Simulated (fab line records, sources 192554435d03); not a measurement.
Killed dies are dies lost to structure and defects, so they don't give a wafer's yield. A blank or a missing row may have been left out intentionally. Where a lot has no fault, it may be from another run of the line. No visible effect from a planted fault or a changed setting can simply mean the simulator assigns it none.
fab line records -- flow n5Finfet
record lots=9, wafers=27, lastDay=17
route steps=1938 shown MOL_CONTACT_COAG@539 BEOL_M4@1111 PASSIVATION@1936
lots untouched by any fault: they come from a run of this same line in which no faults occurred
startH: hours from the record's opening day to when the first of the lot's shown wafers began -- waitH: time in hours since the lot's previous step -- " repeats the value in the row above -- L1.1+2: a single row standing in for several wafers -- - no value present, or no start provided -- * or withheld: withheld -- < > ~ a bound
route shown NAME@n: a module of which the file shows steps, and the number in the route of the first -- usual: average and standard deviation across the fault-free wafers -- same: alike in all rows -- chamber/n: place in a boat -- sites: each site's reading -- _std_site: standard deviation across them -- _edge_site: the outer-site mean with the inner-site mean subtracted -- radiusMm: how far each site lies from the wafer's centre -- mask NAME#n: copy n -- behind: the tool/chamber that last shaped the wafer -- hold: what put the lot on hold/how long, in hours/how the hold closed -- device: the transistor (n, p or np) that didn't switch -- end of line: tests of these same wafers at the route's end -- a step with no rows: only its recipe -- killed: at the first sort, the dies lost to defects and structure; wafer yield is something else -- map: a wafer's dies, marking killed ones x, the rest . and places with no die _
set.NAME: the setting the step ran with; set.NAME@STEP: the setting that earlier step ran with -- model.NAME: the simulator's own value behind a step, which no gauge read
steps of the route over a sample of lots; a table a step, a row a wafer
services: the hour from which a tool's chamber was out of use, counted from the record's first day as startH (under 0 if before that day), plus the number of hours and why
## steps
# step N5_MOL_CONTACT_COAG_STRIP_98
# recipe chemistry=N2/H2, powerW=500, tempC=40, pressureMtorr=50, rfFrequencyHz=6e+07, overashFraction=0.3, biasPowerW=8, h2Frac=0.5, n2FlowSccm=300, h2FlowSccm=300
# usual biasPowerW=7.997/0.025, chamberPressureMTorr=50.01/0.07, drypumpMotorCurrentA=5.5/0.48, oesProductAu=0.78/0.077, powerW=499.9/1.4, rfVppV=54.1/1.4, showerheadPlenumPTorr=3.35/0.12, throttleValvePct=19.1/0.36
lot.wafer,tool,chamber,startH,waitH,biasPowerW,chamberPressureMTorr,drypumpMotorCurrentA,oesProductAu,powerW,rfHoursCounterH,rfVppV,showerheadPlenumPTorr,throttleValvePct
L483.1,rieDiel-06,2,111.27,0.0,7.981,49.92,5.3,0.77,498.5,156,56.3,3.36,19.3
L483.2,rieDiel-06,1,111.27,0.0,8.016,49.92,5.6,0.76,497.9,167,52.8,3.35,19.5
L483.3,rieDiel-06,0,111.27,0.0,8.004,49.93,4.8,0.78,499.5,129,54.6,3.22,18.4
L484.3,rieDiel-05,1,119.02,0.0,8.004,49.92,5.1,0.93,500.1,17,54.6,3.29,18.7
L484.4,rieDiel-05,0,119.02,0.0,8.013,49.99,5.9,0.79,501.4,102,55.6,3.51,19.1
L484.5,rieDiel-05,3,119.02,0.0,7.981,50.08,6.4,0.70,500.8,-,53.5,3.18,19.1
L487.1,rieDiel-06,3,136.38,0.0,8.016,50.06,4.9,0.68,500.7,253,52.7,3.18,19.7
L487.4,rieDiel-06,2,136.38,0.0,7.998,50.06,5.3,0.75,500.8,-,54.8,3.35,19.3
L487.5,rieDiel-06,0,136.38,0.0,7.990,49.99,4.8,0.77,503.4,-,54.3,3.22,18.4
L491.1,rieDiel-04,3,162.99,0.0,7.984,49.96,5.1,0.76,500.2,122,54.0,3.36,18.9
L491.2,rieDiel-04,0,162.99,0.0,8.035,49.95,5.8,0.68,500.3,210,55.0,3.47,19.6
L491.4,rieDiel-04,2,162.99,0.0,7.967,50.02,6.3,0.87,500.8,53,53.1,3.28,18.9
L494.1,rieDiel-04,0,179.80,0.0,7.988,49.85,5.8,0.68,498.6,214,54.6,3.46,19.6
L494.2,rieDiel-04,3,179.80,0.0,8.012,50.06,5.1,0.77,498.5,126,53.7,3.36,18.9
L494.6,rieDiel-04,1,179.80,0.0,7.993,50.06,5.9,0.75,499.2,-,52.8,3.23,18.9
L495.1,rieDiel-05,1,189.62,0.0,7.992,49.95,5.1,0.89,499.4,43,52.4,3.28,18.8
L495.4,rieDiel-05,0,189.62,0.0,8.023,49.92,5.9,0.78,500.7,125,54.7,3.50,19.1
L495.5,rieDiel-05,1,189.62,0.0,8.051,49.88,5.1,0.89,499.4,-,54.1,3.28,18.8
L496.3,rieDiel-06,2,192.72,0.0,7.984,49.99,5.3,0.73,500.2,189,54.4,3.34,19.4
L496.4,rieDiel-06,3,192.72,0.0,8.003,50.09,4.9,0.97,502.8,6,53.7,3.58,19.3
L496.5,rieDiel-06,2,192.72,0.0,8.030,49.98,5.3,0.74,500.3,-,53.9,3.34,19.4
L498.3,rieDiel-05,3,209.93,0.0,8.012,50.10,6.4,0.67,499.7,244,54.5,3.16,19.1
L498.4,rieDiel-05,0,209.93,0.0,7.977,49.97,5.9,0.75,498.7,133,55.6,3.49,19.1
L498.6,rieDiel-05,3,209.93,0.0,8.013,50.05,6.4,0.66,497.6,-,55.1,3.16,19.1
L502.1,rieDiel-06,2,229.16,0.0,7.969,50.08,5.3,0.72,499.1,201,53.5,3.34,19.4
L502.2,rieDiel-06,0,229.16,0.0,7.988,49.99,4.8,0.75,501.1,174,52.5,3.20,18.5
L502.5,rieDiel-06,0,229.16,0.0,8.010,50.03,4.8,0.75,499.7,-,53.7,3.20,18.4
# step N5_MOL_CONTACT_COAG_SIL_ANNEAL_21
# recipe tempC=550, timeS=60, ambient=N2
# usual lampPowerPct=6.1/0.57, lamp_zone_1_pct=6.1/0.57, lamp_zone_4_pct=6.1/0.57, timeS=60/0, wafer_temp_C_max=552.8/0.65
lot.wafer,tool,chamber,startH,waitH,lampPowerPct,lamp_zone_1_pct,lamp_zone_4_pct,timeS,wafer_temp_C_max
L483.1,rtpAnneal-02,0,112.57,0.3,6.7,6.7,6.7,60,553.8
L483.2,rtpAnneal-02,0,112.57,0.3,6.7,6.7,6.7,60,553.8
L483.3,rtpAnneal-02,0,112.57,0.3,6.7,6.7,6.7,60,552.6
L484.3,rtpAnneal-02,0,120.10,0.3,6.7,6.7,6.7,60,553.0
L484.4,rtpAnneal-02,0,120.10,0.3,6.7,6.7,6.7,60,552.7
L484.5,rtpAnneal-02,0,120.10,0.3,6.7,6.7,6.7,60,552.9
L487.1,rtpAnneal-01,0,137.71,0.4,5.5,5.5,5.5,60,552.6
L487.4,rtpAnneal-01,0,137.71,0.4,5.5,5.5,5.5,60,552.4
L487.5,rtpAnneal-01,0,137.71,0.4,5.5,5.5,5.5,60,552.3
L491.1,rtpAnneal-01,0,164.13,0.3,5.5,5.5,5.5,60,552.4
L491.2,rtpAnneal-01,0,164.13,0.3,5.5,5.5,5.5,60,551.7
L491.4,rtpAnneal-01,0,164.13,0.3,5.5,5.5,5.5,60,551.8
L494.1,rtpAnneal-02,-,181.30,0.3,-,-,-,-,-
L494.2,rtpAnneal-02,-,181.30,0.3,-,-,-,-,-
L494.6,rtpAnneal-02,-,181.30,0.3,-,-,-,-,-
L495.1,rtpAnneal-02,-,192.18,0.2,-,-,-,-,-
L495.4,rtpAnneal-02,-,192.18,0.2,-,-,-,-,-
L495.5,rtpAnneal-02,-,192.18,0.2,-,-,-,-,-
L496.3,rtpAnneal-02,-,195.83,0.3,-,-,-,-,-
L496.4,rtpAnneal-02,-,195.83,0.3,-,-,-,-,-
L496.5,rtpAnneal-02,-,195.83,0.3,-,-,-,-,-
L498.3,rtpAnneal-01,0,211.19,0.3,5.5,5.5,5.5,60,552.7
L498.4,rtpAnneal-01,0,211.19,0.3,5.5,5.5,5.5,60,552.0
L498.6,rtpAnneal-01,0,211.19,0.3,5.5,5.5,5.5,60,551.9
L502.1,rtpAnneal-01,0,230.68,0.2,5.5,5.5,5.5,60,552.2
L502.2,rtpAnneal-01,0,230.68,0.2,5.5,5.5,5.5,60,552.2
L502.5,rtpAnneal-01,0,230.68,0.2,5.5,5.5,5.5,60,552.2
# step N5_MOL_CONTACT_COAG_PRE_CLEAN_141
# recipe gas=H2/He, timeS=60, tempC=300
# usual heaterPowerW=453/35, susceptorTempC=299.97/0.19
# same timeS=60
lot.wafer,tool,chamber,startH,waitH,heaterPowerW,susceptorTempC
L483.1,pvdSputter-03,-,114.80,2.2,440,299.84
L483.2,pvdSputter-03,-,114.80,2.2,392,299.92
L483.3,pvdSputter-03,-,114.80,2.2,469,300.06
L484.3,pvdSputter-01,-,120.25,0.1,466,300.09
L484.4,pvdSputter-01,-,120.25,0.1,498,300.18
L484.5,pvdSputter-01,-,120.25,0.1,449,300.06
L487.1,pvdSputter-03,-,139.69,2.0,423,300.06
L487.4,pvdSputter-03,-,139.69,2.0,470,299.83
L487.5,pvdSputter-03,-,139.69,2.0,403,300.16
L491.1,pvdSputter-02,-,165.78,1.6,490,300.09
L491.2,pvdSputter-02,-,165.78,1.6,494,299.83
L491.4,pvdSputter-02,-,165.78,1.6,505,299.75
L494.1,pvdSputter-02,-,182.09,0.8,500,300.56
L494.2,pvdSputter-02,-,182.09,0.8,486,300.26
L494.6,pvdSputter-02,-,182.09,0.8,487,299.86
L495.1,pvdSputter-03,-,193.13,0.9,441,299.94
L495.4,pvdSputter-03,-,193.13,0.9,412,299.78
L495.5,pvdSputter-03,-,193.13,0.9,420,300.06
L496.3,pvdSputter-03,-,196.25,0.4,459,299.73
L496.4,pvdSputter-03,-,196.25,0.4,394,300.09
L496.5,pvdSputter-03,-,196.25,0.4,425,300.16
L498.3,pvdSputter-01,-,213.06,1.8,445,299.51
L498.4,pvdSputter-01,-,213.06,1.8,422,299.99
L498.6,pvdSputter-01,-,213.06,1.8,434,299.76
L502.1,pvdSputter-01,-,231.17,0.5,506,300.20
L502.2,pvdSputter-01,-,231.17,0.5,447,300.09
L502.5,pvdSputter-01,-,231.17,0.5,432,299.69
# step N5_MOL_CONTACT_COAG_CMP_23
# recipe stopOn=SiO2, tOverpolishS=1.5, postCmpClean=cuAlkaline, downForcePsi=2, platenRpm=50.289, padVelocityMS=1.0006, targetThkNm=0
# usual motorCurrentA=8.3/0.96, overpolishRunS=1.501/0.0083, platenRpm=50.29/0.032, timeToEndpointS=8.9/2
lot.wafer,tool,chamber,startH,waitH,motorCurrentA,overpolishRunS,platenRpm,timeToEndpointS
L483.3,cmp-01,1,118.36,0.3,7.4,1.498,50.29,4.3
L483.2,cmp-01,2,118.36,0.3,8.5,1.512,50.27,6.2
L483.1,cmp-01,3,118.36,0.3,8.2,1.519,50.28,5.7
L484.4,cmp-03,2,124.48,0.1,7.0,1.504,50.36,9.9
L484.3,cmp-03,3,124.48,0.1,10.0,1.490,50.33,14.1
L484.5,cmp-03,1,124.48,0.1,7.7,1.493,50.25,7.4
L487.4,cmp-02,3,142.10,0.1,9.4,1.497,50.19,9.3
L487.1,cmp-02,2,142.10,0.1,8.3,1.497,50.34,4.4
L487.5,cmp-02,3,142.10,0.1,8.8,1.504,50.31,11.0
L491.1,cmp-02,2,168.42,0.0,7.9,1.497,50.31,7.2
L491.2,cmp-02,3,168.42,0.0,8.9,1.495,50.25,14.1
L491.4,cmp-02,0,168.42,0.0,8.8,1.496,50.36,8.6
L494.1,cmp-01,0,185.47,0.1,7.2,1.510,50.30,8.9
L494.2,cmp-01,1,185.47,0.1,6.8,1.495,50.28,8.1
L494.6,cmp-01,0,185.47,0.1,7.2,1.501,50.30,9.7
L495.1,cmp-03,1,195.91,0.1,8.2,1.505,50.29,5.4
L495.4,cmp-03,2,195.91,0.1,7.0,1.497,50.31,9.1
L495.5,cmp-03,1,195.91,0.1,7.9,1.511,50.28,7.9
L496.4,cmp-03,2,199.17,0.1,6.9,1.490,50.30,8.0
L496.3,cmp-03,3,199.17,0.1,10.2,1.499,50.26,9.7
L496.5,cmp-03,1,199.17,0.1,8.1,1.523,50.26,9.0
L498.3,cmp-01,0,217.38,0.0,7.4,1.516,50.25,9.3
L498.4,cmp-01,2,217.38,0.0,8.6,1.507,50.21,8.9
L498.6,cmp-01,1,217.38,0.0,6.6,1.498,50.32,8.0
L502.2,cmp-01,0,234.51,0.3,7.3,1.496,50.29,11.0
L502.1,cmp-01,1,234.51,0.3,7.1,1.497,50.38,8.1
L502.5,cmp-01,0,234.51,0.3,7.2,1.500,50.29,7.7
# step N5_BEOL_M4_RC_MEAS_101
# usual DIBL_N=36.2/1.7, DIBL_P=36.6/1.9, IOFF_N=0.16/0.032, IOFF_P=0.21/0.037, ION_N=675/12, ION_P=460/8.1, RC_DENSE_N=19.1/0.43, RC_DENSE_P=23.9/0.53, RC_N=15.6/0.34, RC_P=19.4/0.44, REXT_N=76.5/1.6, REXT_P=100.3/2.6, SS_N=71.4/0.58, SS_P=73.4/0.64, VT_N=249/3.2, VT_P=-252/3.4
lot.wafer,tool,chamber,startH,waitH,DIBL_N[mV/V],DIBL_P[mV/V],IOFF_N[nA/um],IOFF_P[nA/um],ION_N[uA/um],ION_P[uA/um],RC_DENSE_N[ohm.um],RC_DENSE_P[ohm.um],RC_N[ohm.um],RC_P[ohm.um],REXT_N[ohm.um],REXT_P[ohm.um],SS_N[mV/dec],SS_P[mV/dec],VT_N[mV],VT_P[mV]
L483.1,prober-02,0,192.76,0.0,37.4,37.4,0.19,0.21,688,468,18.8,23.6,15.2,19.2,73.3,99.8,71.5,73.3,247,-251
L483.2,prober-02,0,192.76,0.0,35.3,34.8,0.14,0.17,669,454,18.9,23.7,15.5,19.3,73.2,98.8,71.3,73.3,253,-255
L483.3,prober-02,0,192.76,0.0,36.7,36.8,0.18,0.20,664,457,18.5,23.0,15.1,18.8,73.7,99.5,72.4,73.7,249,-252
L484.3,prober-02,0,194.52,0.3,37.4,38.4,0.18,0.23,679,467,19.8,25.1,16.1,20.2,76.7,99.1,71.6,74.6,249,-246
L484.4,prober-02,0,194.52,0.3,34.8,34.5,0.13,0.16,674,461,19.2,24.0,15.7,19.6,75.5,98.2,70.8,73.0,251,-251
L484.5,prober-02,0,194.52,0.3,35.5,35.5,0.15,0.18,671,458,19.8,24.8,16.1,20.4,76.5,98.9,70.8,73.6,251,-253
L487.1,prober-01,0,203.10,0.0,39.4,39.6,0.27,0.30,700,471,18.7,23.3,15.5,19.2,75.6,101.5,72.8,74.4,242,-245
L487.4,prober-01,0,203.10,0.0,39.1,39.7,0.25,0.30,697,473,19.0,23.4,15.7,19.3,75.3,100.2,71.7,74.9,241,-244
L487.5,prober-01,0,203.10,0.0,38.0,38.2,0.23,0.27,697,471,18.7,23.4,15.3,19.0,75.3,102.4,71.8,73.8,242,-250
L491.1,prober-02,0,242.03,0.0,34.1,33.4,0.13,0.16,667,456,18.9,23.5,15.4,19.3,79.0,96.7,70.7,72.5,249,-254
L491.2,prober-02,0,242.03,0.0,35.5,35.1,0.15,0.18,677,463,18.9,23.7,15.3,19.2,78.4,95.7,71.3,73.8,253,-253
L491.4,prober-02,0,242.03,0.0,35.3,35.6,0.15,0.18,671,461,20.1,24.8,16.2,20.2,80.6,96.7,71.5,73.5,252,-254
L494.1,prober-01,0,249.09,0.0,35.3,37.0,0.17,0.18,631,424,70.7,89.0,57.6,71.4,109.8,140.7,71.2,73.0,249,-258
L494.2,prober-01,0,249.09,0.0,33.8,34.9,0.14,0.15,619,416,68.3,84.9,56.1,69.4,109.1,141.5,71.3,73.1,250,-260
L494.6,prober-01,0,249.09,0.0,33.4,34.9,0.13,0.15,603,413,70.5,87.4,56.6,71.3,112.5,142.4,70.9,72.6,250,-259
L496.3,prober-02,0,264.09,0.3,37.1,37.9,0.17,0.21,627,433,68.4,85.5,56.0,69.8,113.6,147.7,71.4,73.3,248,-251
L496.4,prober-02,0,264.09,0.3,35.6,35.9,0.15,0.17,606,421,68.5,86.8,56.3,70.5,114.3,151.5,71.7,73.1,248,-254
L496.5,prober-02,0,264.09,0.3,34.8,34.4,0.13,0.16,615,424,69.7,87.5,56.6,71.9,114.5,149.9,71.3,72.4,251,-255
L495.1,prober-01,0,265.51,0.0,35.6,36.4,0.15,0.20,612,424,71.9,90.8,58.4,73.2,114.5,142.6,71.0,73.4,251,-249
L495.4,prober-01,0,265.51,0.0,37.8,38.3,0.20,0.23,617,425,70.2,88.8,57.3,72.5,112.0,143.7,72.0,73.8,246,-251
L495.5,prober-01,0,265.51,0.0,35.9,36.5,0.15,0.21,623,431,71.8,90.2,58.1,74.1,113.2,144.3,71.7,73.6,251,-252
L498.3,prober-02,0,282.12,0.3,36.1,38.3,0.17,0.23,681,468,19.0,23.6,15.5,19.3,76.5,99.9,71.4,73.1,244,-250
L498.4,prober-02,0,282.12,0.3,34.3,35.7,0.14,0.19,670,466,19.4,24.0,15.8,19.5,77.0,101.2,70.0,73.2,251,-252
L498.6,prober-02,0,282.12,0.3,35.9,37.9,0.17,0.22,683,465,19.2,23.6,15.5,19.4,77.5,102.2,70.7,73.0,248,-250
L502.1,prober-02,0,296.75,0.0,37.0,35.9,0.16,0.21,680,465,19.3,23.7,15.7,19.4,79.4,103.5,71.2,72.9,249,-253
L502.2,prober-02,0,296.75,0.0,35.7,34.2,0.13,0.19,666,460,18.5,23.0,15.1,18.6,78.5,101.4,69.8,72.2,254,-250
L502.5,prober-02,0,296.75,0.0,37.2,37.3,0.17,0.23,684,469,19.0,23.4,15.3,18.9,80.2,103.4,71.0,73.9,249,-247
# step N5_PASSIVATION_PROBE_49
# usual defectLimitedYield=91.3/1.5, killed_at_M0_to_M3=35/10, killed_at_M4_up=12/4.6, killedAtContacts=13/6.6, killedAtFrontEnd=39/11, killedAtOther=4/3.4, killedDies=103/17, killedOpen=67/13, killedShort=35/8.2, sort_bin_5_function=5.1/0.94, sort_bin_6_memory=3.2/0.7, sort_bin_8_speed=0.00/0.03, sortNPass=1077/17, sortYieldPct=91.3/1.5
# same grossDies=1180, killedAtBackSide=0, sort_bin_4_leakage[%]=0
lot.wafer,tool,chamber,startH,waitH,defectLimitedYield[%],killed_at_M0_to_M3,killed_at_M4_up,killedAtContacts,killedAtFrontEnd,killedAtOther,killedDies,killedOpen,killedShort,sort_bin_5_function[%],sort_bin_6_memory[%],sort_bin_8_speed[%],sortNPass,sortYieldPct[%]
L494.1,prober-02,-,352.70,0.0,92.7,30,11,17,16,12,86,50,36,4.7,2.3,40.51,616,52.2
L494.2,prober-02,-,352.75,0.1,91.4,32,10,22,25,13,102,63,39,5.1,3.1,81.10,121,10.3
L494.6,prober-02,-,352.95,0.3,92.0,33,8,17,21,15,94,61,33,4.5,3.1,91.86,2,0.2
L495.1,prober-01,-,373.68,0.0,92.5,36,12,11,27,2,88,64,23,4.3,2.7,73.47,225,19.1
L495.4,prober-01,-,373.83,0.2,92.7,29,11,6,37,3,86,56,30,4.6,2.5,55.08,444,37.6
L495.5,prober-01,-,373.88,0.2,92.9,23,14,7,36,4,84,59,25,4.5,2.5,35.76,674,57.1
L496.3,prober-01,-,376.95,0.1,91.6,39,7,11,37,5,99,48,51,5.1,3.1,26.02,774,65.6
L496.4,prober-01,-,377.00,0.2,90.4,30,7,22,46,8,113,69,41,5.8,3.5,87.12,39,3.3
L496.5,prober-01,-,377.05,0.2,91.1,26,10,16,48,5,105,61,44,6.1,2.5,60.76,358,30.3
# killed by level:class
L494.1 MOL_CONTACT_COAG:geometricParticle:open=13 BEOL_M0:geometricParticle:open=7 BEOL_M0:geometricParticle:short=5 BEOL_M0_SAQP:geometricParticle:short=5 MOL_CONTACT_COAG:geometricParticle:short=4 BEOL_M2:geometricParticle:open=4 MIM_TOP:geometricParticle:short=4 GATE_CUT:geometricParticle:short=3
L494.2 MOL_CONTACT_COAG:geometricParticle:open=15 BEOL_M3:geometricParticle:open=12 FIN_SAQP:geometricParticle:open=8 FIN_SAQP:geometricParticle:short=8 BEOL_M2:geometricParticle:open=8 MOL_CONTACT_COAG:geometricParticle:short=7 GATE_CUT:geometricParticle:short=4 PASS1_CAP:geometricParticle:short=4
L494.6 MOL_CONTACT_COAG:geometricParticle:open=13 BEOL_M3:geometricParticle:open=10 BEOL_M0_SAQP:geometricParticle:open=5 PASS1_CAP:geometricParticle:short=5 GATE_CUT:geometricParticle:open=4 MOL_CONTACT_COAG:geometricParticle:short=4 BEOL_M3:geometricParticle:short=4 MIM_TOP_ETCH:geometricParticle:open=4
L495.1 MOL_CONTACT_COAG:geometricParticle:open=10 STI_FIN_REVEAL:geometricParticle:open=9 BEOL_M0_SAQP:geometricParticle:open=8 BEOL_M2:geometricParticle:open=8 BEOL_M0_SAQP:geometricParticle:short=7 BEOL_M1:geometricParticle:open=6 FIN_SAQP:geometricParticle:open=5 BEOL_M5:geometricParticle:open=5
L495.4 FIN_SAQP:geometricParticle:open=11 STI_FIN_REVEAL:geometricParticle:open=10 BEOL_M0_SAQP:geometricParticle:short=9 BEOL_M2:geometricParticle:open=6 MOL_CONTACT_COAG:geometricParticle:open=5 BEOL_M0_SAQP:geometricParticle:open=5 STI_FIN_REVEAL:geometricParticle:short=4 BEOL_M4:geometricParticle:open=4
L495.5 BEOL_M0_SAQP:geometricParticle:short=8 FIN_SAQP:geometricParticle:open=7 STI_FIN_REVEAL:geometricParticle:open=7 DUMMY_GATE:geometricParticle:open=7 MOL_CONTACT_COAG:geometricParticle:open=6 BEOL_M0_SAQP:geometricParticle:open=5 BEOL_M5:geometricParticle:open=5 STARTING-WAFER:geometricParticle:open=4
L496.3 BEOL_M0_SAQP:geometricParticle:short=12 BEOL_M3:geometricParticle:short=11 FIN_SAQP:geometricParticle:short=10 MOL_CONTACT_COAG:geometricParticle:open=10 GATE_CUT:geometricParticle:short=8 DUMMY_GATE:geometricParticle:open=6 BEOL_M0_SAQP:geometricParticle:open=5 BEOL_M1:geometricParticle:open=5
L496.4 MOL_CONTACT_COAG:geometricParticle:open=19 BEOL_M0_SAQP:geometricParticle:short=9 STI_FIN_REVEAL:geometricParticle:open=8 BEOL_M1:geometricParticle:open=7 FIN_SAQP:geometricParticle:short=6 FIN_SAQP:geometricParticle:open=6 DUMMY_GATE:geometricParticle:open=6 GATE_CUT:geometricParticle:short=6
L496.5 MOL_CONTACT_COAG:geometricParticle:open=14 FIN_SAQP:geometricParticle:short=12 FIN_SAQP:geometricParticle:open=10 GATE_CUT:geometricParticle:open=7 BEOL_M1:geometricParticle:open=6 BEOL_M0_SAQP:geometricParticle:short=6 GATE_CUT:geometricParticle:short=5 BEOL_M0_SAQP:geometricParticle:open=4
## services
tool,chamber,startH,hours,kind
pvdSputter-03,-,101.84,8.9,repair
cmp-02,-,103.28,22.4,pm
cmp-01,-,109.72,4.0,pm
cmp-01,-,113.72,-,consumableReplace:conditioner
cmp-01,-,113.72,-,consumableReplace:pad
cmp-03,-,114.01,6.5,pm
cmp-01,-,130.78,0.4,repair
cmp-01,-,134.49,5.1,pm
rieDiel-06,3,149.23,-,clean
rieDiel-06,3,149.23,-,consumableReplace:focusRing
rieDiel-06,3,149.23,-,consumableReplace:showerhead
rieDiel-06,3,149.23,23.9,scheduledDown
pvdSputter-01,-,157.09,9.9,repair
rieDiel-04,-,164.74,4.3,pm
cmp-01,-,195.44,2.3,repair
cmp-02,-,200.12,5.6,pm
cmp-03,-,200.63,2.1,repair
rieDiel-04,-,212.56,0.5,repair
rieDiel-05,0,213.29,4.7,repair
rieDiel-06,-,216.71,2.8,pm
cmp-02,-,224.03,4.0,pm
rieDiel-04,0,224.29,7.6,repair
cmp-03,-,224.29,4.0,pm
rieDiel-04,-,228.63,2.8,pm
## key
firstSign step=N5_MOL_CONTACT_COAG_SIL_ANNEAL_21, reading=toolRecord, direction=missing
effect step=N5_BEOL_M4_RC_MEAS_101, reading=RC_N, direction=up, sigmas=99+, usual=15.6, struck=57.0
effect step=N5_BEOL_M4_RC_MEAS_101, reading=RC_DENSE_P, direction=up, sigmas=99+, usual=23.9, struck=87.9
effect step=N5_BEOL_M4_RC_MEAS_101, reading=RC_P, direction=up, sigmas=99+, usual=19.4, struck=71.6
effect step=N5_BEOL_M4_RC_MEAS_101, reading=RC_DENSE_N, direction=up, sigmas=99+, usual=19.1, struck=70.0
effect step=N5_BEOL_M4_RC_MEAS_101, reading=REXT_N, direction=up, sigmas=22, usual=76.5, struck=112.6
effect step=N5_BEOL_M4_RC_MEAS_101, reading=REXT_P, direction=up, sigmas=17, usual=100.3, struck=144.9
effect step=N5_BEOL_M4_RC_MEAS_101, reading=ION_N, direction=down, sigmas=5, usual=675, struck=617
effect step=N5_BEOL_M4_RC_MEAS_101, reading=ION_P, direction=down, sigmas=4.6, usual=460, struck=423
effect step=N5_PASSIVATION_PROBE_49, reading=sort_bin_8_speed, direction=up, sigmas=99+, usual=0.00, struck=61.30
metAt N5_MOL_CONTACT_COAG_SIL_ANNEAL_21
struckLots L494,L495,L496
notActingAt N5_MOL_CONTACT_COAG_STRIP_98,N5_MOL_CONTACT_COAG_PRE_CLEAN_141,N5_MOL_CONTACT_COAG_CMP_23
onsetBetween 120.10 181.30
fault kind=skippedStepWhole, tool=rtpAnneal-02, chamber=-, onsetH=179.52, steps=N5_MOL_CONTACT_COAG_SIL_ANNEAL_21, scope=struckLotsOnly
